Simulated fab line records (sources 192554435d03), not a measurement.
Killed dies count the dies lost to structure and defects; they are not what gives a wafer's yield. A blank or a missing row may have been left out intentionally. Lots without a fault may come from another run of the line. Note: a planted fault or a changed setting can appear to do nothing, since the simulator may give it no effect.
fab line records -- flow n5_finfet
[record] lots = 5, wafers = 13, last_day = 19
route steps=1938 shown STI_FIN_REVEAL@184 DUMMY_GATE@212 SD_EPI_N@281 PASSIVATION@1936
lots that met no fault: taken from a fault-free run of the same line
start_h: hours from the record's first day to the start of the lot's first wafer shown -- wait_h: hours since the lot's step before -- " the same as in the row above -- L1.1+2: a row that stands for several wafers -- - either no value or no given start -- * or withheld: withheld -- < > ~ a bound
route shown NAME@n: names a module that has steps shown in the file, with the first one's number in the route -- usual: the fault-free wafers' mean and standard deviation -- same: alike in all rows -- chamber/n: place in a boat -- sites: each site's reading -- _std_site: standard deviation across them -- _edge_site: mean of outer sites minus mean of inner sites -- radius_mm: for every site, how far away it sits from the centre of the wafer -- mask NAME#n: copy n -- behind: the last tool/chamber to shape the wafer -- hold: the reason the lot was held/the length of the hold in hours/how it ended -- device: the transistor (n, p or np) that didn't switch -- end of line: the route-end tests of the same wafers -- where a step has no rows: the recipe by itself -- killed: the dies lost at the first sort to structure and to defects; this is not the yield of the wafer -- map: per-die view of a wafer (x killed, . not killed, _ where there is no die)
set.NAME: the setting as run; set.NAME@STEP: as run at that earlier step -- model.NAME: the simulator's own value behind a step, which no gauge read
lots at selected steps of the route; one table per step, one row per wafer
services: a tool's chamber out of use, with start hour (start_h, from the record's first day; less than 0 if before it), hours out, and reason
[[steps]]
[step N5_STI_FIN_REVEAL_ALD_14]
[recipe] material = Si3N4, target_thk_a = 30, temp_c = 400, ald_precursor_family = SiH2I2, ald_co_reactant = N2/H2-plasma, pressure_torr = 2
[usual] heater_power_w = 823/56
lot.wafer,tool,chamber,start_h,wait_h,heater_power_w
L554.1,ald_sin-03,3,36.39,0.0,808
L554.4,ald_sin-03,2,36.39,0.0,869
L554.6,ald_sin-03,1,36.39,0.0,810
L557.1,ald_sin-02,0,53.42,0.0,836
L557.2,ald_sin-02,3,53.42,0.0,893
L557.5,ald_sin-02,2,53.42,0.0,811
L562.2,ald_sin-03,3,85.58,0.0,830
L575.1,ald_sin-01,0,160.71,0.0,891
L575.4,ald_sin-01,3,160.71,0.0,762
L575.6,ald_sin-01,0,160.71,0.0,861
L576.1,ald_sin-02,0,166.15,0.0,848
L576.3,ald_sin-02,2,166.15,0.0,787
L576.5,ald_sin-02,1,166.15,0.0,877
[step N5_STI_FIN_REVEAL_FCVD_FILL_01]
[recipe] material = SiO2_flowable, target_thk_a = 3120, temp_c = 100, pressure_torr = 0.8, rf_w = 2000, time_s = 512.2
[step N5_STI_FIN_REVEAL_DENSIFY_02]
[recipe] temp_c = 650, ambient = steam, time_s = 1800, idle_temp_c = 400, densification_p_h2o_torr = 640
[step N5_STI_FIN_REVEAL_CMP_04]
[recipe] stop_on = Si3N4, t_overpolish_s = 4, down_force_psi = 2, platen_rpm = 54.18, post_cmp_clean = alkaline_brush, pad_velocity_m_s = 1.078, target_thk_nm = 131.83
[usual] edge_zone_pressure_frac = 1.001/0.0049, motor_current_A = 7.8/0.94, overpolish_run_s = 4.000/0.0089, time_to_endpoint_s = 105/5
lot.wafer,tool,chamber,start_h,wait_h,edge_zone_pressure_frac,motor_current_A,overpolish_run_s,time_to_endpoint_s
L554.1,cmp-01,2,41.49,0.1,0.995,8.4,4.007,105
L554.4,cmp-01,0,41.49,0.1,0.999,8.5,3.984,95
L554.6,cmp-01,1,41.49,0.1,1.007,7.1,3.989,104
L557.2,cmp-04,3,58.46,0.0,0.998,6.4,3.999,107
L557.1,cmp-04,1,58.46,0.0,0.996,7.4,3.992,99
L557.5,cmp-04,0,58.46,0.0,1.000,7.0,4.004,100
L562.2,cmp-01,2,90.62,0.0,1.000,8.0,4.008,112
L575.4,cmp-03,0,165.80,0.1,0.995,7.7,3.997,114
L575.1,cmp-03,1,165.80,0.1,1.006,8.2,4.014,109
L575.6,cmp-03,3,165.80,0.1,0.999,7.1,3.994,107
L576.1,cmp-04,0,171.23,0.1,1.003,7.2,4.005,114
L576.3,cmp-04,1,171.23,0.1,1.001,7.8,3.996,110
L576.5,cmp-04,3,171.23,0.1,1.001,6.5,4.007,115
[step N5_STI_FIN_REVEAL_THK_MEAS_05]
[usual] thk_nm = 132.2/1.1
lot.wafer,tool,chamber,start_h,wait_h,thk_nm
L554.1,film_metro-02,-,41.74,-,132.7
L554.4,film_metro-02,-,41.74,-,130.1
L554.6,film_metro-02,-,41.74,-,133.4
L557.1,film_metro-02,-,58.75,-,131.7
L557.2,film_metro-02,-,58.75,-,133.5
L557.5,film_metro-02,-,58.75,-,132.3
L562.2,film_metro-01,-,90.92,-,131.8
L575.1,film_metro-01,-,166.05,-,132.2
L575.4,film_metro-01,-,166.05,-,132.0
L575.6,film_metro-01,-,166.05,-,132.8
L576.1,film_metro-02,-,171.48,-,132.4
L576.3,film_metro-02,-,171.48,-,132.6
L576.5,film_metro-02,-,171.48,-,133.2
[step N5_STI_FIN_REVEAL_DENSIFY_30]
[recipe] temp_c = *, time_s = *, ambient = N2, idle_temp_c = 600, ramp_up_c_per_s = 150, ramp_down_c_per_s = 60, cool_to_c = 600
[usual] lamp_power_pct = 11.53/0.051, lamp_zone_1_pct = 11.527/0.017, wafer_temp_C_max = *
lot.wafer,tool,chamber,start_h,wait_h,lamp_power_pct,lamp_zone_1_pct,wafer_temp_C_max
L554.1,rtp_anneal-01,0,41.77,0.0,11.53,11.529,*
L554.4,rtp_anneal-01,0,41.77,0.0,11.55,11.538,*
L554.6,rtp_anneal-01,0,41.77,0.0,11.48,11.528,*
L557.1,rtp_anneal-01,0,59.04,0.3,11.57,11.523,*
L557.2,rtp_anneal-01,0,59.04,0.3,11.56,11.528,*
L557.5,rtp_anneal-01,0,59.04,0.3,11.53,11.537,*
L562.2,rtp_anneal-01,0,91.10,0.2,11.41,11.557,*
L575.1,rtp_anneal-01,0,166.31,0.3,11.54,11.516,*
L575.4,rtp_anneal-01,0,166.31,0.3,11.53,11.537,*
L575.6,rtp_anneal-01,0,166.31,0.3,11.55,11.526,*
L576.1,rtp_anneal-01,0,171.56,0.1,11.51,11.527,*
L576.3,rtp_anneal-01,0,171.56,0.1,11.58,11.524,*
L576.5,rtp_anneal-01,0,171.56,0.1,11.58,11.505,*
[step N5_STI_FIN_REVEAL_ETCHBACK_08]
[recipe] chemistry = C4F6/O2, target = SiO2, target_depth_a = 305, time_s = 10.167, ion_energy_ev = 250, pressure_mtorr = 30, source_w = 345, bias_w = 185, Ar_flow_sccm = 300, C4F6_flow_sccm = 10, O2_flow_sccm = 10
[step N5_STI_FIN_REVEAL_STRIP_24]
[recipe] chemistry = N2/H2, time_s = 90, power_w = 100, temp_c = 40, pressure_mtorr = 100, rf_frequency_hz = 6e+07, bias_power_w = 3, n2_flow_sccm = 300, h2_flow_sccm = 300
[step N5_STI_FIN_REVEAL_PRECLEAN_25]
[recipe] chemistry = SPM, time_s = 90, temp_c = 120, mix = 4:1
[step N5_STI_FIN_REVEAL_PRECLEAN_26]
[recipe] chemistry = SC1, time_s = 45, temp_c = 46, mix = 1:2:100
[step N5_STI_FIN_REVEAL_PRECLEAN_29]
[recipe] chemistry = DHF, time_s = 30, temp_c = 25, dilution = 300:1
[step N5_STI_FIN_REVEAL_SRD_12]
[recipe] time_s = 30, temp_c = 23, rinse_liquid = diw, dry = ipa_marangoni
[step N5_STI_FIN_REVEAL_RECESS_09]
[recipe] chemistry = HF/NH3, target = SiO2, afs_cycles = 11, target_depth_a = 425, temp_c = 30, sublimation_temp_c = 180, sublimation_time_s = 60
[usual] drypump_motor_current_A = 5.7/0.72
lot.wafer,tool,chamber,start_h,wait_h,drypump_motor_current_A
L554.1,vapor_etch-02,1,42.39,0.0,6.0
L554.4,vapor_etch-02,1,44.51,2.1,6.0
L554.6,vapor_etch-02,1,45.93,3.6,6.0
L557.1,vapor_etch-02,0,59.51,0.0,5.1
L557.2,vapor_etch-02,1,59.51,0.0,6.0
L557.5,vapor_etch-02,0,60.92,1.4,5.1
L562.2,vapor_etch-01,1,91.63,0.0,4.9
L575.1,vapor_etch-01,0,166.87,0.0,6.5
L575.4,vapor_etch-01,1,166.87,0.0,5.0
L575.6,vapor_etch-01,1,166.87,0.0,4.9
L576.1,vapor_etch-01,0,172.04,0.0,6.5
L576.3,vapor_etch-01,0,172.04,0.0,6.5
L576.5,vapor_etch-01,1,172.04,0.0,4.9
[step N5_STI_FIN_REVEAL_STRIP_16]
[recipe] chemistry = H3PO4, material = SiNx, temp_c = 165, target_depth_a = 238, overetch_fraction = 0.4964, dry = ipa_marangoni
[step N5_STI_FIN_REVEAL_PRECLEAN_17]
[recipe] chemistry = NF3:NH3, afs_cycles = 1, temp_c = 30, time_s = 20, sublimation_temp_c = 180, sublimation_time_s = 60, pressure_torr = 3, rf_power_w = 30
[step N5_STI_FIN_REVEAL_ETCH_34]
[recipe] chemistry = H2, mode = isotropic, material = Si, target = Si, target_depth_a = 9.7, temp_c = 20, pressure_mtorr = 4.5, icp_w = 300, bias_w = 0, h2_flow_sccm = 7.5, he_flow_sccm = 142.5
[step N5_STI_FIN_REVEAL_OXIDATION_31]
[recipe] chemistry = O2_PLASMA_REMOTE, temp_c = 150, time_s = 20, pressure_mtorr = 1000, source_power_w = 2000, o2_flow_sccm = 3000
[step N5_STI_FIN_REVEAL_PRECLEAN_32]
[recipe] chemistry = NF3:NH3, afs_cycles = 1, temp_c = 30, time_s = 20, sublimation_temp_c = 180, sublimation_time_s = 60, pressure_torr = 3, rf_power_w = 30
[step N5_STI_FIN_REVEAL_STRIP_35]
[recipe] chemistry = H3PO4, material = Si3N4, temp_c = 165, target_depth_a = 40, time_s = 39
[step N5_STI_FIN_REVEAL_SRD_21]
[recipe] dry = ipa_marangoni, time_s = 30, temp_c = 23, rinse_liquid = diw
[step N5_STI_FIN_REVEAL_OXIDATION_33]
[recipe] chemistry = O2_PLASMA_REMOTE, temp_c = 150, time_s = 20, pressure_mtorr = 1000, source_power_w = 2000, o2_flow_sccm = 3000
[usual] drypump_motor_current_A = 6.1/0.57, heater_power_w = 149/11, rf_fwd_power_W = 1974/8.5
lot.wafer,tool,chamber,start_h,wait_h,drypump_motor_current_A,heater_power_w,rf_fwd_power_W,rf_hours_counter_h
L554.1,plasma_asher-02,0,47.55,0.0,5.7,158,1971,86
L554.4,plasma_asher-02,0,47.55,0.0,5.7,160,1966,-
L554.6,plasma_asher-02,0,47.55,0.0,5.7,155,1971,-
L557.1,plasma_asher-02,0,62.65,0.0,5.7,157,1966,90
L557.2,plasma_asher-02,1,62.65,0.0,6.7,151,1991,90
L557.5,plasma_asher-02,1,62.65,0.0,6.7,151,1980,-
L562.2,plasma_asher-02,0,94.16,0.0,5.7,159,1976,96
L575.1,plasma_asher-02,1,169.54,0.2,6.7,150,1985,112
L575.4,plasma_asher-02,0,169.54,0.2,5.6,157,1981,-
L575.6,plasma_asher-02,1,169.54,0.2,6.7,152,1978,-
L576.1,plasma_asher-02,1,174.55,0.0,6.7,149,1976,114
L576.3,plasma_asher-02,1,174.55,0.0,6.7,151,1983,-
L576.5,plasma_asher-02,1,174.55,0.0,6.7,157,1983,-
[step N5_STI_FIN_REVEAL_CLEAN_19]
[recipe] chemistry = O3/DIW, temp_c = 25, time_s = 120, o3_ppm = 10
[step N5_STI_FIN_REVEAL_SRD_23]
[recipe] dry = ipa_marangoni, time_s = 30, temp_c = 23, rinse_liquid = diw
[step N5_STI_FIN_REVEAL_CD_MEAS_22]
[recipe] target_cd_nm = 6.238, pitch_nm = 28, polarity = line
[usual] cd_nm = 6.36/0.28
lot.wafer,tool,chamber,start_h,wait_h,cd_nm
L554.1,cd_sem-03,-,47.72,0.0,6.18
L554.4,cd_sem-03,-,47.72,0.0,6.66
L554.6,cd_sem-03,-,47.72,0.0,6.35
L557.1,cd_sem-02,-,62.81,0.0,6.15
L557.2,cd_sem-02,-,62.81,0.0,6.08
L557.5,cd_sem-02,-,62.81,0.0,6.13
L562.2,cd_sem-01,-,94.32,0.0,6.03
L575.1,cd_sem-03,-,169.71,0.0,6.50
L575.4,cd_sem-03,-,169.71,0.0,6.17
L575.6,cd_sem-03,-,169.71,0.0,6.49
L576.1,cd_sem-01,-,174.72,0.0,6.28
L576.3,cd_sem-01,-,174.72,0.0,6.10
L576.5,cd_sem-01,-,174.72,0.0,6.44
[step N5_STI_FIN_REVEAL_FIN_H_MEAS_10]
[usual] trench_depth_nm = 51.7/0.9
lot.wafer,tool,chamber,start_h,wait_h,trench_depth_nm
L554.1,ocd-02,-,47.75,0.0,51.9
L554.4,ocd-02,-,47.75,0.0,52.3
L554.6,ocd-02,-,47.75,0.0,51.4
L557.1,ocd-01,-,62.84,0.0,52.3
L557.2,ocd-01,-,62.84,0.0,52.3
L557.5,ocd-01,-,62.84,0.0,52.5
L562.2,ocd-01,-,94.35,0.0,51.5
L575.1,ocd-01,-,169.74,0.0,51.2
L575.4,ocd-01,-,169.74,0.0,50.0
L575.6,ocd-01,-,169.74,0.0,51.1
L576.1,ocd-02,-,174.75,0.0,51.9
L576.3,ocd-02,-,174.75,0.0,51.9
L576.5,ocd-02,-,174.75,0.0,52.5
[step N5_STI_FIN_REVEAL_PRECLEAN_18]
[recipe] chemistry = SC2, time_s = 45, temp_c = 35, mix = 1:1:50
[step N5_STI_FIN_REVEAL_SRD_28]
[recipe] dry = ipa_marangoni, time_s = 30, temp_c = 23, rinse_liquid = diw
[step N5_STI_FIN_REVEAL_INSPECT_13]
[recipe] inspect_instrument = darkfield, mode = post_clean
[usual] raw_defect_count = 11/4.9
lot.wafer,tool,chamber,start_h,wait_h,raw_defect_count
L554.1,defect_inspect-02,-,47.84,0.0,4
L554.4,defect_inspect-02,-,47.84,0.0,13
L554.6,defect_inspect-02,-,47.84,0.0,10
L557.1,defect_inspect-01,-,62.93,0.0,6
L557.2,defect_inspect-01,-,62.93,0.0,5
L557.5,defect_inspect-01,-,62.93,0.0,13
L562.2,defect_inspect-02,-,94.44,0.0,6
L575.1,defect_inspect-01,-,169.84,0.0,12
L575.4,defect_inspect-01,-,169.84,0.0,9
L575.6,defect_inspect-01,-,169.84,0.0,13
L576.1,defect_inspect-02,-,174.84,0.0,8
L576.3,defect_inspect-02,-,174.84,0.0,15
L576.5,defect_inspect-02,-,174.84,0.0,16
[step N5_DUMMY_GATE_PRECLEAN_00]
[recipe] chemistry = O3/DIW, time_s = 60, temp_c = 22, o3_ppm = 10
[step N5_DUMMY_GATE_SRD_01]
[recipe] time_s = 30, temp_c = 23, rinse_liquid = diw, dry = ipa_marangoni
[step N5_DUMMY_GATE_ALD_02]
[recipe] material = SiO2, target_thk_a = 20, temp_c = 300, ald_precursor_family = BDEAS, ald_co_reactant = O2-plasma, pulse_time_s = 1, pressure_torr = 2
[usual] heater_power_w = 454/33, precursor_pulse_height_rel = 0.999/0.019
lot.wafer,tool,chamber,start_h,wait_h,heater_power_w,precursor_pulse_height_rel
L554.1,ald_sin-02,1,48.68,0.8,533,1.009
L554.4,ald_sin-02,3,48.68,0.8,496,1.001
L554.6,ald_sin-02,1,48.68,0.8,531,1.011
L557.1,ald_sin-01,1,63.22,0.2,408,1.019
L557.2,ald_sin-01,2,63.22,0.2,469,0.978
L557.5,ald_sin-01,2,63.22,0.2,467,1.000
L562.2,ald_sin-01,3,95.57,1.1,432,1.009
L575.1,ald_sin-01,1,170.94,1.0,412,0.994
L575.4,ald_sin-01,3,170.94,1.0,435,0.984
L575.6,ald_sin-01,0,170.94,1.0,471,0.994
L576.1,ald_sin-01,0,175.26,0.4,482,0.987
L576.3,ald_sin-01,2,175.26,0.4,464,1.000
L576.5,ald_sin-01,2,175.26,0.4,470,1.026
[step N5_DUMMY_GATE_CVD_03]
[recipe] material = a-Si, target_thk_a = 1500, temp_c = 530, precursor = SiH4, time_s = 8042
[step N5_DUMMY_GATE_PRECLEAN_46]
[recipe] chemistry = DIW, time_s = 89.5, temp_c = 23
[step N5_DUMMY_GATE_SRD_47]
[recipe] dry_time_s = 32, dry = n2_spin, spin_rpm = 1500
[step N5_DUMMY_GATE_CMP_04]
[recipe] material = a-Si, post_cmp_clean = alkaline_brush
[step N5_DUMMY_GATE_THK_MEAS_05]
[usual] thk_nm = 72.2/1.4
lot.wafer,tool,chamber,start_h,wait_h,thk_nm
L554.1,film_metro-01,-,52.78,0.1,71.6
L554.4,film_metro-01,-,52.78,0.1,71.7
L554.6,film_metro-01,-,52.78,0.1,74.5
L557.1,film_metro-01,-,67.32,0.1,73.3
L557.2,film_metro-01,-,67.32,0.1,73.8
L557.5,film_metro-01,-,67.32,0.1,73.0
L562.2,film_metro-02,-,99.66,0.1,71.3
L575.1,film_metro-01,-,175.03,0.2,71.9
L575.4,film_metro-01,-,175.03,0.2,72.4
L575.6,film_metro-01,-,175.03,0.2,72.8
L576.1,film_metro-01,-,179.34,0.1,70.2
L576.3,film_metro-01,-,179.34,0.1,70.7
L576.5,film_metro-01,-,179.34,0.1,70.9
[step N5_DUMMY_GATE_HM_DEP_06]
[recipe] material = SiNx, target_thk_a = 800, precursor = DCS/NH3, temp_c = 700, pressure_mtorr = 300, time_s = 5141
[step N5_DUMMY_GATE_PECVD_30]
[recipe] material = SiO2, target_thk_a = 550, temp_c = 400, precursor = TEOS/O2, pressure_torr = 6.5, rf_w = withheld, teos_flow_sccm = withheld, gas = O2, flow_sccm = 2650, time_s = 10.8
[step N5_DUMMY_GATE_COAT_34]
[recipe] resist = SOC, temp_c = 250, time_s = 60, spin_rpm = 1500, resist_thk_nm = 60
[step N5_DUMMY_GATE_COAT_35]
[recipe] resist = SiARC, temp_c = 220, time_s = 60, spin_rpm = 1500, resist_thk_nm = 10
[step N5_DUMMY_GATE_COAT_28]
[recipe] resist = underlayer, temp_c = 205, time_s = 60, spin_rpm = 1500, resist_thk_nm = 10
[step N5_DUMMY_GATE_COAT_09]
[recipe] resist = CAR-EUV, spin_rpm = 1500, resist_thk_nm = 30
[step N5_SD_EPI_N_SD_RECESS_17]
[recipe] chemistry = HBr/Cl2/O2, target_depth_a = 410, mask_material = SOC, time_s = 23.7, bt_time_s = 3, pressure_mtorr = 10, icp_w = 800, bias_w = 112, HBr_flow_sccm = 150, Cl2_flow_sccm = 80, O2_flow_sccm = 12
[usual] drypump_motor_current_A = 5.8/0.57, oes_product_au = 1.005/0.01, rf_fwd_power_W = 796.0/2.4, throttle_valve_pct = 37.0/0.33
lot.wafer,tool,chamber,start_h,wait_h,drypump_motor_current_A,oes_product_au,rf_fwd_power_W,rf_hours_counter_h,throttle_valve_pct,model.SD_EPI_N.feature_depth_nm,model.etch.depth_nm,model.Si_of_WELL_APT_EPI_41.thk_nm
L554.1,rie_si-05,0,61.16,0.0,5.3,1.008,792.6,95,36.5,41.6,41.59,8.6
L554.4,rie_si-05,3,61.16,0.0,6.8,1.018,799.6,124,36.8,41,41.06,9.2
L554.6,rie_si-05,3,61.16,0.0,6.8,1.015,797.8,-,36.8,41.4,41.41,8.2
L557.1,rie_si-06,3,75.72,0.0,5.3,0.999,796.4,104,37.6,40.6,40.6,8.6
L557.2,rie_si-06,0,75.72,0.0,5.4,1.003,795.3,169,37.3,41.4,41.34,7.6
L557.5,rie_si-06,0,75.72,0.0,5.4,1.002,796.6,-,37.3,41.4,41.35,8.4
L562.2,rie_si-05,2,107.25,0.0,6.2,0.994,799.2,42,37.1,47.4,47.34,4.4
L575.1,rie_si-06,1,182.70,0.0,5.3,1.000,794.8,134,37.6,42,41.9,7.2
L575.4,rie_si-06,3,182.70,0.0,5.3,0.997,792.7,107,37.6,41,41.03,8.2
L575.6,rie_si-06,2,182.70,0.0,5.1,1.007,800.0,-,36.6,41.4,41.37,7.8
L576.1,rie_si-05,3,187.16,0.0,6.8,1.013,796.5,126,36.8,41,40.94,8.6
L576.3,rie_si-05,1,187.16,0.0,5.9,0.996,793.3,11,37.0,41.2,41.21,8.6
L576.5,rie_si-05,1,187.16,0.0,5.8,0.996,796.9,-,37.0,41.6,41.66,8.4
[step N5_SD_EPI_N_STRIP_18]
[recipe] chemistry = SPM, time_s = 750, temp_c = 130, h2so4_h2o2_vol_ratio = 4
[usual] bath_guard_temp_C = 130.0/0.52
lot.wafer,tool,chamber,start_h,wait_h,bath_guard_temp_C,model.Si_of_WELL_APT_EPI_41.thk_nm
L554.1,wet_bench-05,0,61.35,0.0,130.3,8.2
L554.4,wet_bench-05,3,61.35,0.0,129.1,8.8
L554.6,wet_bench-05,7,61.35,0.0,130.3,8
L557.1,wet_bench-05,0,75.91,0.0,129.5,8.2
L557.2,wet_bench-05,7,75.91,0.0,130.3,7.2
L557.5,wet_bench-05,4,75.91,0.0,129.8,8
L562.2,wet_bench-01,6,107.43,0.0,130.2,4
L575.1,wet_bench-01,6,182.89,0.0,130.2,7
L575.4,wet_bench-01,4,182.89,0.0,129.9,7.8
L575.6,wet_bench-01,3,182.89,0.0,129.4,7.4
L576.1,wet_bench-01,2,187.35,0.0,130.0,8.2
L576.3,wet_bench-01,0,187.35,0.0,130.4,8.4
L576.5,wet_bench-01,4,187.35,0.0,130.2,8
[step N5_PASSIVATION_PROBE_49]
[usual] killed_at_M0_to_M3 = 33/11, killed_at_M4_up = 15/6.2, killed_at_contacts = 13/6.5, killed_at_front_end = 38/11, killed_at_other = 3.4/2.6, killed_dies = 102/17, killed_open = 67/12, killed_short = 34/7.9
[same] gross_dies = 1180, killed_at_back_side = 0
lot.wafer,tool,chamber,start_h,wait_h,killed_at_M0_to_M3,killed_at_M4_up,killed_at_contacts,killed_at_front_end,killed_at_other,killed_dies,killed_open,killed_short
L554.1,prober-02,-,297.59,0.0,26,7,34,34,7,108,72,36
L554.4,prober-02,-,297.74,0.2,36,8,13,57,4,118,79,39
L554.6,prober-02,-,297.84,0.3,38,15,8,48,0,109,75,29
// killed by level:class
L554.1 MOL_CONTACT_COAG:geometric_particle:open=26 MOL_CONTACT_COAG:geometric_particle:short=8 BEOL_M3:geometric_particle:open=8 FIN_SAQP:geometric_particle:short=6 ILD0:geometric_particle:short=6 BEOL_M0_SAQP:geometric_particle:short=5 BEOL_M0_SAQP:geometric_particle:open=5 DUMMY_GATE:geometric_particle:open=4
L554.4 STI_FIN_REVEAL:geometric_particle:open=13 BEOL_M1:geometric_particle:open=12 MOL_CONTACT_COAG:geometric_particle:open=11 FIN_SAQP:geometric_particle:short=10 FIN_SAQP:geometric_particle:open=9 BEOL_M3:geometric_particle:open=9 GATE_CUT:geometric_particle:short=8 BEOL_M0:geometric_particle:open=5
L554.6 STI_FIN_REVEAL:geometric_particle:open=10 FIN_SAQP:geometric_particle:open=9 BEOL_M3:geometric_particle:open=9 FIN_SAQP:geometric_particle:short=8 MOL_CONTACT_COAG:geometric_particle:open=7 BEOL_M4:geometric_particle:open=7 BEOL_M0:geometric_particle:open=5 BEOL_M0_SAQP:geometric_particle:open=5
[[services]]
tool,chamber,start_h,hours,kind
cmp-04,-,16.03,0.9,repair
ald_sin-01,0,19.00,9.4,repair
rie_si-06,2,20.00,4.4,repair
ald_sin-02,2,36.10,6.5,repair
vapor_etch-02,0,39.04,7.7,repair
rie_si-05,2,52.13,2.3,repair
rie_si-05,-,59.63,0.4,repair
rie_si-05,0,69.78,14.4,repair
vapor_etch-02,-,74.34,0.4,repair
rie_si-06,0,82.82,81.4,repair
ald_sin-02,-,85.25,14.0,pm
ald_sin-03,-,96.05,0.8,pm
vapor_etch-02,-,98.77,2.3,repair
rie_si-05,2,111.77,4.0,repair
ald_sin-01,-,121.04,14.6,pm
cmp-01,-,125.98,4.0,pm
plasma_asher-02,-,129.60,2.3,repair
rie_si-05,-,135.20,2.8,pm
cmp-01,-,138.77,0.6,repair
ald_sin-02,3,159.26,1.7,repair
cmp-04,-,160.49,4.0,pm
cmp-01,-,176.50,1.6,repair
ald_sin-01,-,177.59,14.0,pm
vapor_etch-02,-,183.53,1.0,repair
[[key]]
first_sign none at tools or gauges
[model_effect] step = N5_SD_EPI_N_SD_RECESS_17, value = SD_EPI_N.feature_depth_nm, without = 40.4, struck = 47.4
[model_effect] step = N5_SD_EPI_N_STRIP_18, value = Si_of_WELL_APT_EPI_41.thk_nm, without = 9.8, struck = 4
met_at N5_STI_FIN_REVEAL_RECESS_09,N5_SD_EPI_N_SD_RECESS_17
struck_wafers L562.2
tester_left_out L562
onset_between 61.16 91.63
also_fits N5_STI_FIN_REVEAL_ALD_14:ald_sin-03,N5_STI_FIN_REVEAL_CMP_04:cmp-01
[fault] kind = process_parameter_drift, tool = vapor_etch-01, chamber = 0, onset_h = 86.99, steps = N5_STI_FIN_REVEAL_RECESS_09, channel = target_depth_a, offset = -30.46, shape = step, end_h = 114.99, acts_in = these_recipes_only, stated = 425
[fault] kind = process_parameter_drift, tool = rie_si-05, chamber = 2, onset_h = 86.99, steps = N5_SD_EPI_N_SD_RECESS_17, channel = time_s, offset = *, shape = step, end_h = 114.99, acts_in = *, stated = *
// tester_left_out: of these lots the tester's yield and bins aren't shown, on N5 and GAA mostly nor the transistor test; their killed dies are dies lost to structure and defects alone, not to doping, threshold or leakage, so they don't give the yield
